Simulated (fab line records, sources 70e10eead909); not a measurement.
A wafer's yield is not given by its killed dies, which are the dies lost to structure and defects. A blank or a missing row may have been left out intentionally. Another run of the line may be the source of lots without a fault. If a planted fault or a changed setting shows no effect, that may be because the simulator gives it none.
fab line records	flow nandHarc
[record] lots = 6	wafers = 18	lastDay = 24
route steps=1159 shown A_BONDPAD@1069 HYBRID_BOND@1094 THIN_TSV@1101 END@1159
lots with no fault: from the same line, run without faults
startH: start of the lot's first displayed wafer, in hours after the record's first day	waitH: how many hours have passed since the lot's step before this one	" repeats the value in the row above	L1.1+2: a row that stands for several wafers	- no value, or no start was given	* or withheld: withheld	< > ~ a bound
route shown NAME@n: a module of which the file shows steps, and the number in the route of the first	usual: mean/standard deviation of fault-free wafers	same: alike in all rows	chamber/n: place in a boat	sites: each site's reading	_std_site: how widely they spread, as a standard deviation	_edge_site: the outer-site mean with the inner-site mean subtracted	radiusMm: how far each site lies from the wafer's centre	mask NAME#n: copy n	behind: tool/chamber where the wafer was last shaped	hold: reason for holding the lot/hours on hold/outcome of the hold	device: whichever transistor did not switch (one of n, p or np)	end of line: tests of these same wafers at the route's end	a step without rows: its recipe alone	killed: not the wafer's yield, but the dies lost to structure and defects at the first sort	map: a wafer's dies, marking killed ones x, the rest . and places with no die _
set.NAME: the setting as run; set.NAME@STEP: as run at that earlier step	model.NAME: the simulator's own value behind a step, which no gauge read
lots seen at some steps along the route; tables by step, rows by wafer
services: the hour from which a tool's chamber was out of use, counted from the record's first day as startH (under 0 if before that day), plus the number of hours and why
[[steps]]
[step NHARC_A_BONDPAD_EXPOSE_06]
[recipe] na = 0.55	doseMj = 36.99	maskId = A_BPAD
[step NHARC_A_BONDPAD_PEB_07]
[recipe] pebTempC = 128	pebTimeS = 80
[step NHARC_A_BONDPAD_DEVELOP_08]
[recipe] timeS = 50	devTempC = 22
[step NHARC_A_BONDPAD_CD_MEAS_09]
[recipe] targetCdNm = 500	landingEnergyEv = 500
[usual] cdNm = 499.4/2.3
lot.wafer	tool	chamber	startH	waitH	cdNm
L876.1	cdSem-03	0	414.94	-	497.2
L876.2	"	0	"	"	498.9
L876.4	"	0	"	"	501.8
L877.3	cdSem-02	0	421.60	-	497.9
L877.4	"	0	"	"	500.8
L877.6	"	0	"	"	499.4
L885.2	cdSem-01	0	458.65	-	499.7
L885.3	"	0	"	"	499.8
L885.6	"	0	"	"	499.5
L884.1	cdSem-01	0	469.34	-	498.6
L884.3	"	0	"	"	500.3
L884.5	"	0	"	"	499.2
L890.1	cdSem-01	0	480.07	-	499.0
L890.4	"	0	"	"	501.3
L890.5	"	0	"	"	501.1
L893.1	cdSem-02	0	530.07	-	502.0
L893.2	"	0	"	"	499.9
L893.3	"	0	"	"	499.6
[step NHARC_A_BONDPAD_OVL_MEAS_35]
[usual] overlayXNm = 0/5.9	overlayYNm = 1/5
lot.wafer	tool	chamber	startH	waitH	overlayXNm	overlayYNm
L876.1	overlay-02	-	415.03	-	4	7
L876.2	"	-	"	"	4	8
L876.4	"	-	"	"	3	7
L877.3	overlay-02	-	421.68	-	-2	-3
L877.4	"	-	"	"	-2	-3
L877.6	"	-	"	"	-2	-3
L885.2	overlay-01	-	458.74	-	-2	-1
L885.3	"	-	"	"	-1	-1
L885.6	"	-	"	"	-2	-1
L884.1	overlay-01	-	469.43	-	0	-1
L884.3	"	-	"	"	0	-1
L884.5	"	-	"	"	0	-1
L890.1	overlay-02	-	480.16	-	7	2
L890.4	"	-	"	"	6	1
L890.5	"	-	"	"	6	1
L893.1	overlay-01	-	530.16	-	-12	8
L893.2	"	-	"	"	-12	8
L893.3	"	-	"	"	-11	8
[step NHARC_A_BONDPAD_HARDBAKE_10]
[recipe] tempC = 118	timeS = 65
[step NHARC_A_BONDPAD_DESCUM_11]
[recipe] timeS = 3	o2FlowSccm = 200	arFlowSccm = 0	biasPowerW = 0	chemistry = O2
[step NHARC_A_BONDPAD_ETCH_34]
[recipe] targetDepthA = 600	overetchA = 180	timeS = 65.91	ionEnergyEv = 200	n2FlowSccm = 150	h2FlowSccm = 150	arFlowSccm = 0	rfW = 400	biasW = 150	chemistry = N2/H2
[step NHARC_A_BONDPAD_ETCH_12]
[recipe] targetDepthA = 2200	timeS = 110	chf3FlowSccm = 50	o2FlowSccm = 10	arFlowSccm = 200	rfW = 500	biasW = 200	chemistry = CHF3/O2
[step NHARC_A_BONDPAD_CD_MEAS_13]
[usual] cdNm = 499.2/2.4
lot.wafer	tool	chamber	startH	waitH	cdNm
L876.1	cdSem-03	-	415.47	-	497.9
L876.2	"	-	"	"	497.8
L876.4	"	-	"	"	503.9
L877.3	cdSem-03	-	422.13	-	497.4
L877.4	"	-	"	"	500.6
L877.6	"	-	"	"	498.3
L885.2	cdSem-03	-	459.18	-	500.3
L885.3	"	-	"	"	499.8
L885.6	"	-	"	"	499.3
L884.1	cdSem-03	-	469.87	-	499.1
L884.3	"	-	"	"	500.0
L884.5	"	-	"	"	498.8
L890.1	cdSem-01	-	480.66	-	500.2
L890.4	"	-	"	"	501.2
L890.5	"	-	"	"	501.1
L893.1	cdSem-02	-	530.61	-	500.3
L893.2	"	-	"	"	499.6
L893.3	"	-	"	"	500.8
[step NHARC_A_BONDPAD_STRIP_15]
[recipe] o2FlowSccm = 500	arFlowSccm = 0	biasW = 0	chemistry = O2
[step NHARC_A_BONDPAD_ETCH_24]
[recipe] targetDepthA = 300	overEtchFrac = 0.3	timeS = 72.99	ionEnergyEv = 150	cf4FlowSccm = 50	n2FlowSccm = 100	arFlowSccm = 150	rfW = 300	biasW = 100	chemistry = CF4/N2
[usual] biasW = 100.0/0.31	drypumpMotorCurrentA = 5.7/0.31	mfcArSccm = 150.0/0.47	oesProductAu = 1.003/0.011	rfVppV = 314.5/2.2	showerheadPlenumPTorr = 2.64/0.12	throttleValvePct = 19.793/0.0085
lot.wafer	tool	chamber	startH	waitH	biasW	drypumpMotorCurrentA	mfcArSccm	oesProductAu	rfHoursCounterH	rfVppV	showerheadPlenumPTorr	throttleValvePct
L876.2	rieDiel-10	3	-	-	99.9	5.5	149.4	1.004	2	315.6	2.75	19.804
L876.1	"	0	"	"	100.2	6.0	150.4	0.980	2	311.6	2.47	19.787
L876.4	"	1	"	"	100.2	6.2	150.4	1.007	2	316.5	2.78	19.790
L877.3	rieDiel-10	2	-	-	99.6	5.6	149.7	1.004	3	314.2	2.56	19.791
L877.4	"	1	"	"	100.3	6.2	150.6	1.020	3	316.3	2.78	19.793
L877.6	"	2	"	"	100.4	5.6	150.1	1.007	-	312.1	2.56	19.777
L885.2	rieDiel-10	0	-	-	100.6	6.0	150.5	0.996	4	311.9	2.47	19.780
L885.3	"	2	"	"	99.7	5.7	149.8	1.009	4	314.2	2.56	19.795
L885.6	"	3	"	"	99.9	5.6	149.9	1.024	-	316.7	2.75	19.790
L884.3	rieDiel-03	0	-	-	99.6	5.7	149.7	0.987	25	314.0	2.65	19.783
L884.1	"	1	"	"	100.3	5.6	149.1	1.006	29	314.0	2.53	19.801
L884.5	"	0	"	"	99.4	5.7	150.2	0.987	-	315.0	2.65	19.794
L890.1	rieDiel-10	0	480.92	0.1	100.4	6.0	150.0	0.991	5	312.8	2.47	19.792
L890.5	"	0	"	"	100.0	6.0	150.0	0.994	-	311.1	2.47	19.785
L890.4	"	1	"	"	100.5	6.1	150.3	1.007	-	316.5	2.78	19.794
L893.2	rieDiel-13	2	-	-	100.5	5.8	149.8	0.996	11	318.3	2.83	19.805
L893.3	"	3	"	"	99.9	4.8	150.1	1.017	11	317.7	2.83	19.778
L893.1	"	0	"	"	100.1	6.1	150.0	1.004	12	312.7	2.50	19.791
[step NHARC_A_BONDPAD_STRIP_16]
[recipe] timeS = 600	tempC = 30	chemistry = postEtchResidueRemover
[usual] bathHeatDutyPct = 13.2/1.6	tempC = 30.00/0.1
lot.wafer	tool	chamber	startH	waitH	bathHeatDutyPct	tempC
L876.4	wetBench-08	4	415.82	-	12.3	30.00
L876.1	"	0	"	"	14.5	29.73
L876.2	"	1	"	"	14.0	29.71
L877.4	wetBench-08	0	422.49	-	13.8	29.97
L877.6	"	4	"	"	12.6	29.92
L877.3	"	5	"	"	14.7	29.73
L885.6	wetBench-08	7	459.54	-	11.5	30.07
L885.3	"	2	"	"	11.7	29.93
L885.2	"	3	"	"	13.6	30.16
L884.5	wetBench-08	2	470.25	-	11.6	30.13
L884.1	"	3	"	"	13.9	29.92
L884.3	"	4	"	"	13.1	30.00
L890.5	wetBench-10	4	481.06	-	10.8	30.10
L890.1	"	0	"	"	15.6	29.90
L890.4	"	1	"	"	15.1	30.07
L893.3	wetBench-08	4	530.97	-	13.0	30.04
L893.2	"	6	"	"	14.7	29.97
L893.1	"	0	"	"	14.0	29.99
[step NHARC_A_BONDPAD_DEGAS_25]
[recipe] tempC = 300	timeS = 60
[usual] heaterPowerW = 466/54
lot.wafer	tool	chamber	startH	waitH	heaterPowerW
L876.4	pvdSputter-02	-	416.13	-	385
L876.1	"	-	"	"	440
L876.2	"	-	"	"	441
L877.4	pvdSputter-02	-	422.81	-	526
L877.3	"	-	"	"	461
L877.6	"	-	"	"	513
L885.3	pvdSputter-01	-	459.82	-	490
L885.2	"	-	"	"	541
L885.6	"	-	"	"	478
L884.3	pvdSputter-03	-	470.52	-	517
L884.1	"	-	"	"	445
L884.5	"	-	"	"	418
L890.1	pvdSputter-01	-	481.33	-	389
L890.4	"	-	"	"	533
L890.5	"	-	"	"	382
L893.1	pvdSputter-01	-	531.24	-	564
L893.2	"	-	"	"	482
L893.3	"	-	"	"	519
[step NHARC_A_BONDPAD_PRE_CLEAN_26]
[recipe] timeS = 30	tempC = 280	gas = H2/He
[usual] heaterPowerW = 412/46
lot.wafer	tool	chamber	startH	waitH	heaterPowerW
L876.2	pvdSputter-02	-	-	-	392
L876.4	"	-	"	"	397
L876.1	"	-	"	"	336
L877.4	pvdSputter-02	-	-	-	457
L877.3	"	-	"	"	390
L877.6	"	-	"	"	450
L885.2	pvdSputter-01	-	-	-	425
L885.3	"	-	"	"	431
L885.6	"	-	"	"	343
L884.3	pvdSputter-03	-	-	-	399
L884.1	"	-	"	"	369
L884.5	"	-	"	"	471
L890.4	pvdSputter-01	-	-	-	461
L890.1	"	-	"	"	424
L890.5	"	-	"	"	429
L893.3	pvdSputter-01	-	-	-	417
L893.1	"	-	"	"	350
L893.2	"	-	"	"	453
[step NHARC_A_BONDPAD_PVD_17]
[recipe] targetThkA = 50	biasV = 168.6	powerW = 15000	chamberPressurePa = 0.12	timeS = 8.06	substrateTempC = 50	material = TaN
[step NHARC_A_BONDPAD_PVD_27]
[recipe] targetThkA = 300	chamberPressurePa = 5	powerW = 5000	substrateTempC = 30	timeS = 20.49	material = Cu
[step NHARC_A_BONDPAD_ECD_18]
[recipe] targetThkA = 4000	bathTempC = 25	material = Cu
[step NHARC_A_BONDPAD_ANNEAL_28]
[recipe] tempC = 225	timeS = 90
[step NHARC_A_BONDPAD_CMP_19]
[recipe] tOverpolishS = 30	cuRecessTouchS = 16	targetThkNm = 169.8
[step NHARC_A_BONDPAD_THK_MEAS_20]
[recipe] thkMeasGauge = xrf
[usual] thkNm = 169.3/1.8
lot.wafer	tool	chamber	startH	waitH	thkNm
L876.1	filmMetro-01	-	417.55	-	168.8
L876.2	"	-	"	"	168.9
L876.4	"	-	"	"	168.7
L877.3	filmMetro-02	-	424.20	-	168.4
L877.4	"	-	"	"	167.8
L877.6	"	-	"	"	168.2
L885.2	filmMetro-01	-	461.52	-	170.6
L885.3	"	-	"	"	165.6
L885.6	"	-	"	"	168.1
L884.1	filmMetro-01	-	472.21	-	168.3
L884.3	"	-	"	"	167.8
L884.5	"	-	"	"	170.2
L890.1	filmMetro-02	-	482.75	-	170.3
L890.4	"	-	"	"	170.8
L890.5	"	-	"	"	170.4
L893.1	filmMetro-02	-	532.96	-	166.8
L893.2	"	-	"	"	165.5
L893.3	"	-	"	"	169.3
[step NHARC_A_BONDPAD_SRD_21]
[recipe] timeS = 30	tempC = 23	dryTimeS = 20	spinRpm = 1500
[step NHARC_HYBRID_BOND_ACTIVATE_00]
[recipe] timeS = 60	n2FlowSccm = 200	arFlowSccm = 0	biasPowerW = 0	chemistry = N2
[usual] drypumpMotorCurrentA = 5.7/0.59	mfcArSccm = 0.002/0.0066	oesProductAu = 1.002/0.014	rfVppV = 64.0/0.96	showerheadPlenumPTorr = 1.75/0.087
lot.wafer	tool	chamber	startH	waitH	drypumpMotorCurrentA	mfcArSccm	oesProductAu	rfHoursCounterH	rfVppV	showerheadPlenumPTorr
L876.4	rieDiel-06	2	417.81	0.1	6.5	0	1.022	16	62.9	1.65
L876.2	"	3	"	"	5.3	0	1.003	15	63.6	1.84
L876.1	"	0	"	"	5.0	0	0.999	17	64.1	1.66
L877.3	rieDiel-01	2	424.59	0.1	6.3	0	0.969	30	64.3	1.86
L877.6	"	3	"	"	5.1	0.027	0.992	-	64.3	1.83
L877.4	"	1	"	"	5.2	0.016	1.003	-	65.3	1.89
L885.2	rieDiel-06	0	461.79	0.1	5.0	0	0.987	3	64.0	1.66
L885.3	"	1	"	"	5.7	0	1.006	3	64.5	1.81
L885.6	"	0	"	"	5.0	0	1.000	-	62.5	1.66
L884.3	rieDiel-06	1	472.49	0.1	5.7	0	0.979	5	63.9	1.81
L884.1	"	2	"	"	6.5	0	1.018	6	63.4	1.65
L884.5	"	2	"	"	6.5	0	1.018	-	63.2	1.65
L890.1	rieDiel-06	0	483.07	0.1	5.0	0	1.001	6	64.4	1.66
L890.4	"	1	"	"	5.7	0	0.976	6	64.0	1.81
L890.5	"	2	"	"	6.5	0	1.013	-	63.4	1.65
L893.3	rieDiel-06	1	533.26	0.1	5.7	0	0.989	11	65.0	1.81
L893.1	"	2	"	"	6.5	0	1.027	11	63.5	1.65
L893.2	"	3	"	"	5.2	0	0.990	9	64.9	1.84
[step NHARC_HYBRID_BOND_PRECLEAN_01]
[recipe] timeS = 300	tempC = 23	chemistry = DIW
[step NHARC_HYBRID_BOND_SRD_02]
[recipe] timeS = 30	tempC = 23	dryTimeS = 20	spinRpm = 1500
[step NHARC_HYBRID_BOND_BOND_03]
[recipe] tempC = 25
[step NHARC_HYBRID_BOND_ANNEAL_04]
[recipe] tempC = 300	timeS = 7200	rampUpCPerMin = 5	rampDownCPerMin = 3	idleTempC = 100	pressureAtm = 1
[step NHARC_HYBRID_BOND_OVL_MEAS_05]
[usual] overlayXNm = 3/33	overlayYNm = -3/34
lot.wafer	tool	chamber	startH	waitH	overlayXNm	overlayYNm
L876.1	overlay-02	-	424.40	0.4	37	-12
L876.2	"	-	"	"	12	-40
L876.4	"	-	"	"	-26	20
L877.3	overlay-02	-	435.98	0.4	-1	-47
L877.4	"	-	"	"	53	38
L877.6	"	-	"	"	24	48
L885.2	overlay-02	-	474.83	0.4	-17	-25
L885.3	"	-	"	"	49	-16
L885.6	"	-	"	"	28	-16
L884.1	overlay-01	-	482.03	0.4	7	-55
L884.3	"	-	"	"	-80	-3
L884.5	"	-	"	"	-7	-32
L890.1	overlay-02	-	491.61	0.4	24	-43
L890.4	"	-	"	"	1	71
L890.5	"	-	"	"	-12	-19
L893.1	overlay-02	-	542.24	0.4	-13	0
L893.2	"	-	"	"	-32	-35
L893.3	"	-	"	"	-46	-34
[step NHARC_THIN_TSV_GRIND_00]
[recipe] targetThkUm = 6
[usual] motorCurrentA = 11.999/0.023
lot.wafer	tool	chamber	startH	waitH	motorCurrentA
L876.1	grinder-01	0	429.37	4.9	12.032
L876.2	"	0	"	"	12.024
L876.4	"	0	"	"	12.006
L877.3	grinder-01	0	440.13	4.1	12.004
L877.4	"	0	"	"	12.020
L877.6	"	0	"	"	12.001
L885.2	grinder-01	0	475.23	0.3	11.996
L885.3	"	0	"	"	11.992
L885.6	"	0	"	"	12.014
L884.1	grinder-01	0	483.45	1.4	12.023
L884.3	"	0	"	"	11.967
L884.5	"	0	"	"	12.006
L890.1	grinder-01	0	492.99	1.3	11.957
L890.4	"	0	"	"	12.022
L890.5	"	0	"	"	11.998
L893.1	grinder-01	0	542.44	0.1	11.994
L893.2	"	0	"	"	12.016
L893.3	"	0	"	"	11.984
[step NHARC_THIN_TSV_CMP_01]
[recipe] targetThkUm = 3
[step NHARC_THIN_TSV_THK_MEAS_02]
[recipe] thkMeasGauge = ir
[usual] thkNm = 3005/180
lot.wafer	tool	chamber	startH	waitH	thkNm
L876.1	filmMetro-02	-	430.86	-	3057
L876.2	"	-	"	"	3053
L876.4	"	-	"	"	2988
L877.3	filmMetro-01	-	441.23	-	2961
L877.4	"	-	"	"	3179
L877.6	"	-	"	"	3203
L885.2	filmMetro-01	-	476.49	-	3133
L885.3	"	-	"	"	3238
L885.6	"	-	"	"	3080
L884.1	filmMetro-02	-	485.23	-	3085
L884.3	"	-	"	"	3115
L884.5	"	-	"	"	3025
L890.1	filmMetro-02	-	494.48	-	2605
L890.4	"	-	"	"	2605
L890.5	"	-	"	"	2730
L893.1	filmMetro-02	-	543.95	-	3024
L893.2	"	-	"	"	2990
L893.3	"	-	"	"	2893
[step NHARC_THIN_TSV_SRD_03]
[step NHARC_THIN_TSV_PRECLEAN_41]
[recipe] timeS = *	tempC = 50	bathAgeMin = 0	chemistry = SC1
[step NHARC_THIN_TSV_SRD_42]
[step NHARC_THIN_TSV_DEP_43]
[recipe] targetThkA = 13285	tempC = withheld	pressureTorr = 6.5	rfW = 900	teosFlowSccm = 161.4	flowSccm = 2650	targetThkNm = 1328.5	gas = O2	material = SiO2
[step NHARC_THIN_TSV_DEHYDRATE_04]
[recipe] tempC = 150	timeS = 120
[step NHARC_THIN_TSV_HMDS_05]
[recipe] timeS = 30
[step NHARC_THIN_TSV_COAT_06]
[recipe] spinRpm = *
[step NHARC_END_SORT_01]
[recipe] tempC = 25
[usual] defectLimitedYield = 95.5/1.5	killedAtArray = 27/10	killedAtOther = 0.6/0.96	killedAtPeriphery = 3.4/2.7	killedDies = 31/10	killedOpen = 2.9/1.8	killedShort = 1.8/1.4	sort_bin_2_pct = 1.4/0.66	sort_bin_3_pct = 0.25/0.23	sort_bin_4_pct = 2.8/0.94	sortNPass = 646/10	sortRimYieldPct = 96.2/2.6	sortYieldPct = 95.5/1.5
[same] grossDies = 677	sort_bin_5_pct[%] = 0	sort_bin_6_pct[%] = 0	sort_bin_7_pct[%] = 0	sort_bin_8_pct[%] = 0	sortRimNGross = 106.00
lot.wafer	tool	chamber	startH	waitH	defectLimitedYield[%]	killedAtArray	killedAtOther	killedAtPeriphery	killedDies	killedOpen	killedShort	sort_bin_2_pct[%]	sort_bin_3_pct[%]	sort_bin_4_pct[%]	sortNPass	sortRimYieldPct[%]	sortYieldPct[%]
L877.3	prober-02	0	474.28	3.1	96.2	22	0	4	26	5	0	0.9	0.30	2.7	651	99.1	96.2
L877.4	prober-02	0	475.07	3.4	95.3	28	1	3	32	5	2	0.9	0.74	3.1	645	96.2	95.3
L877.6	prober-02	0	476.66	4.0	95.6	28	0	2	30	2	2	1.6	0.59	2.2	647	97.2	95.6
L885.2	prober-02	0	493.59	2.8	90.3	63	1	2	66	4	3	3.5	2.81	3.4	611	85.8	90.3
L885.3	prober-02	0	494.40	3.1	85.4	96	0	3	99	1	1	6.8	4.14	3.7	578	84.9	85.4
L885.6	prober-02	0	496.81	4.0	83.6	110	0	1	111	2	3	8.4	3.55	4.4	566	98.1	83.6
L884.1	prober-02	0	501.28	2.5	86.9	86	0	3	89	6	0	5.8	3.10	4.3	588	81.1	86.9
L884.3	prober-02	0	502.88	3.1	77.1	149	0	6	155	9	2	8.3	5.47	9.2	522	84.9	77.1
L884.5	prober-02	0	504.47	3.7	82.4	118	0	1	119	6	1	6.2	5.02	6.4	558	84.0	82.4
L890.5	prober-02	0	512.76	3.7	93.4	43	0	2	45	7	0	2.2	0.15	4.3	632	98.1	93.4
// killed by level:class
L877.3 A_SLIT:chamberFilmFlake=11 A_WL_FILL:geometricParticle:open=2 P_ZERO_WELL:chamberFilmFlake=2 A_CHANNEL_HOLE_D1:chamberFilmFlake=2 A_CHANNEL_FILL_D1:chamberFilmFlake=2 A_STAIRCASE:chamberFilmFlake=2 A_CONTACT:chamberFilmFlake=2 P_GATE:geometricParticle:open=1
L877.4 A_SLIT:chamberFilmFlake=11 A_CONTACT:chamberFilmFlake=7 A_STAIRCASE:chamberFilmFlake=3 A_CHANNEL_FILL_D1:geometricParticle:open=2 A_WL_FILL:geometricParticle:short=2 P_CONTACT:geometricParticle:open=1 A_SGD_CUT:geometricParticle:open=1 P_ZERO_WELL:chamberFilmFlake=1
L877.6 A_SLIT:chamberFilmFlake=12 A_CHANNEL_HOLE_D1:chamberFilmFlake=5 A_STAIRCASE:chamberFilmFlake=3 A_CONTACT:chamberFilmFlake=3 A_CHANNEL_FILL_D1:geometricParticle:short=1 A_WL_FILL:geometricParticle:open=1 A_CONTACT:geometricParticle:open=1 A_CONTACT:geometricParticle:short=1
L885.2 A_BONDPAD:unspecified=49 A_CHANNEL_HOLE_D1:chamberFilmFlake=5 A_STAIRCASE:chamberFilmFlake=4 P_STI:geometricParticle:open=1 P_M0:geometricParticle:open=1 A_SOURCE_PLATE:geometricParticle:short=1 A_ONON_D1:geometricParticle:open=1 A_WL_FILL:geometricParticle:short=1
L885.3 A_BONDPAD:unspecified=78 A_STAIRCASE:chamberFilmFlake=8 A_CHANNEL_HOLE_D1:chamberFilmFlake=4 A_BLC:chamberFilmFlake=4 P_M1:chamberFilmFlake=2 P_CONTACT:geometricParticle:open=1 A_CONTACT:geometricParticle:short=1 A_SLIT:chamberFilmFlake=1
L885.6 A_BONDPAD:unspecified=100 A_CHANNEL_HOLE_D1:chamberFilmFlake=3 A_BLC:chamberFilmFlake=2 P_GATE:geometricParticle:open=1 A_STAIRCASE:geometricParticle:short=1 A_SGD_CUT:geometricParticle:short=1 A_WL_FILL:geometricParticle:short=1 A_WL_FILL:geometricParticle:open=1
L884.1 A_BONDPAD:unspecified=53 A_SLIT:chamberFilmFlake=13 A_CHANNEL_HOLE_D1:chamberFilmFlake=10 A_CONTACT:chamberFilmFlake=3 A_M0:geometricParticle:open=2 A_CHANNEL_FILL_D1:chamberFilmFlake=2 A_STAIRCASE:chamberFilmFlake=2 P_CONTACT:geometricParticle:open=1
L884.3 A_BONDPAD:unspecified=100 A_SLIT:chamberFilmFlake=23 A_CHANNEL_HOLE_D1:chamberFilmFlake=12 A_STAIRCASE:chamberFilmFlake=6 P_CONTACT:geometricParticle:open=2 P_M0:geometricParticle:open=2 A_CONTACT:chamberFilmFlake=2 P_GATE:geometricParticle:short=1
L884.5 A_BONDPAD:unspecified=80 A_SLIT:chamberFilmFlake=15 A_CHANNEL_HOLE_D1:chamberFilmFlake=13 A_STAIRCASE:chamberFilmFlake=3 A_CONTACT:geometricParticle:open=2 P_GATE:geometricParticle:open=1 A_ONON_D1:geometricParticle:open=1 A_CHANNEL_FILL_D1:geometricParticle:open=1
L890.5 A_CHANNEL_HOLE_D1:chamberFilmFlake=19 A_SLIT:chamberFilmFlake=15 A_CONTACT:geometricParticle:open=2 P_GATE:chamberFilmFlake=2 A_SOURCE_PLATE:geometricParticle:open=1 A_ONON_D1:geometricParticle:open=1 A_CHANNEL_HOLE_D1:geometricParticle:open=1 A_SLIT:geometricParticle:open=1
// map L884.3 (x killed, . not)
____________.____________
_________......._________
_______..x.....x.._______
______.............______
_____..............._____
____.................____
____..........x......____
___.............x...x.___
___...............x...___
__...x.................__
__.xx..................__
_.x...x.x......x........_
_.xxx....x.x.......x...._
_x.x..x................._
_.....x....x............_
_x..xxx..x....x........._
......xx...xx........x...
.x.xxxxxx................
..x.xxxx.................
...xxxxxxxx.......x......
..xxxxxxxxx...x..........
_xxxxxxxxxxx............_
_.xxxxxxxxx..x.........._
_.xxxxxxxx.x.........x.._
_.xxxxxxxx...x.......xxx_
_.xxxxxxxxx............._
__xxxxxxxx............x__
__.xxxxxxx..........xxx__
___xxxxx............xx___
___xx.xxx..x.......x..___
____................x____
____.xx.x............____
_____..............._____
______.............______
_______..........._______
_________......._________
____________.____________
// map L885.6 (x killed, . not)
____________.____________
_________......._________
_______..........._______
______.............______
_____x.............._____
____.................____
____.................____
___...................___
___...................___
__.....................__
__.....................__
_...x..................._
_.......xx.............._
_......................._
_......................._
_........xx..x.........._
..........xxxx...........
......x...xxxx.x.........
.........xxxxxxx.........
.........xxxxxxx.........
.......xxxxxxxxxx........
_......xxxxxxxxxx......._
_.......xxxxxxxxx......._
_.......xxxxxxxxx..x...._
_.......xxxxxxxxx......._
_.......xxxxxxxx.x......_
__........xxxxx.x......__
__........xxxxxx.......__
___......x.xx.........___
___........xx.x..x....___
____...............x.____
____.........x.......____
_____.........x....._____
______.............______
_______..........._______
_________.....x._________
____________.____________
[[services]]
tool	chamber	startH	hours	kind
pvdSputter-02	-	392.14	10.0	pm
rieDiel-03	-	392.35	9.0	pm
rieDiel-06	0	397.29	-	clean
rieDiel-06	1	397.29	-	clean
rieDiel-06	2	397.29	-	clean
rieDiel-06	3	397.29	-	clean
wetBench-08	-	406.40	8.0	pm
grinder-01	-	409.72	3.2	repair
rieDiel-13	3	413.15	4.2	repair
rieDiel-06	-	418.20	9.0	pm
wetBench-10	-	423.20	8.0	pm
rieDiel-01	1	438.06	36.6	repair
rieDiel-03	0	446.08	1.9	repair
rieDiel-13	-	453.23	9.0	pm
pvdSputter-03	-	458.00	10.0	pm
rieDiel-06	3	466.68	15.0	repair
rieDiel-10	2	478.20	2.9	repair
rieDiel-01	-	487.43	0.3	repair
grinder-01	-	490.93	0.8	repair
rieDiel-01	-	500.45	9.0	pm
pvdSputter-03	-	508.14	6.9	repair
pvdSputter-01	-	514.00	10.0	pm
rieDiel-10	-	530.52	9.0	pm
pvdSputter-03	-	534.05	5.7	repair
[[key]]
[firstSign] step = NHARC_END_SORT_01	reading = killedAtArray	direction = up	sigmas = 7.6	usual = 27	struck = 104
[effect] step = NHARC_END_SORT_01	reading = killedDies	direction = up	sigmas = 7.6	usual = 31	struck = 106
[moreKillsBornAt] NHARC_A_BONDPAD_STRIP_16@wetBench-08 = 460
metAt NHARC_A_BONDPAD_STRIP_16
struckWafers L884.1,L884.3,L884.5,L885.2,L885.3,L885.6
onsetBetween 422.49 459.54
[fault] kind = chamberParticleSource	tool = wetBench-08	chamber = -	onsetH = 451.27	steps = NHARC_A_BONDPAD_STRIP_16	ratePerVisitCm2 = 1.374	endH = 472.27
